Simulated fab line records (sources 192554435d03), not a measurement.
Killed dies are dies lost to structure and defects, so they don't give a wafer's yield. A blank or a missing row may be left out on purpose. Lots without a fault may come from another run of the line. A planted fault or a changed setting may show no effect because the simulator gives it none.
Comparing a struck lot with a sound one	flow n5Finfet	15 steps out of a route of 1938
Sound: the wafers L135.2, L135.4, L135.5. The struck wafers were L142.2, L142.3, L142.4. The cause is named last.
Each step with rows lists, per side, the tool, then ch with its chambers, then its first start. Under that, the readings that differ: sound wafers	struck wafers	difference of the means	sigmas: that difference in standard deviations of wafers without a fault.
alike: readings with means less than 2 such deviations apart, plus words and numbers identical on both sides. not compared: withheld readings, readings lacking a value on some wafer, bounds such as >300 that could conceal the same value, and numbers that have no deviation in the record and whose values overlap.
A row with sigmas, a row that says differs or no value, or rows on one side alone: a step with any of these is where the two part. Non-overlapping numbers with no deviation appear without sigmas and do not part them. Lack of a reading on every wafer of one side parts them only where that side has two or more wafers.

N5_BEOL_M2_DESCUM_16: chemistry O2, time 7 s.
  sound on rieDiel-05 ch 2,3, day 8 12:35; struck on rieDiel-05 ch 1,3, day 10 01:53
  alike: biasPowerW, drypumpMotorCurrentA, oesProductAu, rfVppV, showerheadPlenumPTorr, throttleValvePct
  not compared: rfHoursCounterH
N5_BEOL_M2_ETCH_74: etches underlayer in N2/H2, target depth 6.5 nm, time 5.2 s.
  sound on rieDiel-05 ch 2,3, day 8 12:38; struck on rieDiel-05 ch 1,3, day 10 01:55
  alike: drypumpMotorCurrentA, etchRfOnTimeS, oesProductAu, rfVppV, showerheadPlenumPTorr, throttleValvePct
  not compared: rfHoursCounterH
N5_BEOL_M2_ETCH_63: etches SiARC in CF4, target depth 15.6 nm, time 26 s.
  sound on rieDiel-05 ch 2,3, day 8 12:39; struck on rieDiel-05 ch 1,3, day 10 01:56
  alike: drypumpMotorCurrentA, etchRfOnTimeS, oesProductAu, rfVppV, showerheadPlenumPTorr, throttleValvePct
  not compared: rfHoursCounterH
then, 3 steps without rows for these wafers: N5_BEOL_M2_ETCH_64 (etches SOC in N2/H2, target depth 75 nm, overetch 22.5 nm, time 121.9 s); N5_BEOL_M2_STRIP_65 (strips in N2/H2); N5_BEOL_M2_STRIP_75 (strips in N2/H2).
N5_BEOL_M2_STRIP_66: strips in CF4.
  sound on rieDiel-05 ch 2,3, day 8 12:49; struck on rieDiel-05 ch 1,3, day 10 02:05
  alike: biasPowerW, drypumpMotorCurrentA, oesProductAu, rfVppV, showerheadPlenumPTorr, throttleValvePct
  not compared: rfHoursCounterH
N5_BEOL_M2_HM_OPEN_17: chemistry Cl2/BCl3, target TiN, target depth 20 nm, overetch 6 nm.
  sound on rieMetal-01 ch 0,1, day 8 12:51; struck on rieMetal-01 ch 0,1, day 10 02:08
  alike: drypumpMotorCurrentA, oesProductAu, throttleValvePct
  not compared: rfHoursCounterH
then, 1 step without rows for these wafers: N5_BEOL_M2_STRIP_19 (strips in O2).
N5_BEOL_M2_CD_MEAS_18: pitch 36 nm, target cd 18 nm.
  sound on cdSem-03 at day 8 13:02; struck on cdSem-03 at day 10 02:19
  alike: cdNm
then, 2 steps without rows for these wafers: N5_BEOL_M2_COAT_67 (time 60 s, resist thk 60 nm); N5_BEOL_M2_COAT_68 (time 60 s, resist thk 12 nm).
N5_BEOL_M2_COAT_76: time 60 s, resist thk 5 nm.
  sound on lithoTrack-03 ch 0, day 8 13:04; struck on lithoTrack-03 ch 0, day 10 02:22
reading	sound	struck	difference	sigmas
exhaustPa (Pa)	46.8 47.0 45.8	44.5 43.8 43.9	-2.5	-2
heaterPowerTotalW (W)	389.5 390.5 390.0	379.5 377.3 376.2	-12.3	-9
plateTempC (C)	204.82 204.94 204.81	199.11 198.93 199.18	-5.78	-36
then, 1 step without rows for these wafers: N5_BEOL_M2_COAT_22 (resist thk 30 nm).
N5_BEOL_M4_RC_MEAS_101:
  sound on prober-01 ch 0, day 9 16:50; struck on prober-01 ch 0, day 11 14:34
  alike: DIBL_N, DIBL_P, IOFF_N, IOFF_P, ION_N, ION_P, SS_N, SS_P, VT_N, VT_P

== WHERE THEY PART ==
Within this record, at N5_BEOL_M2_COAT_76 only. Later steps at which nothing parts them and some readings are alike: N5_BEOL_M4_RC_MEAS_101.

WHY: what the simulator had put in
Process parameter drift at N5_BEOL_M2_COAT_76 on lithoTrack-03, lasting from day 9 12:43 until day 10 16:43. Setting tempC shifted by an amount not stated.
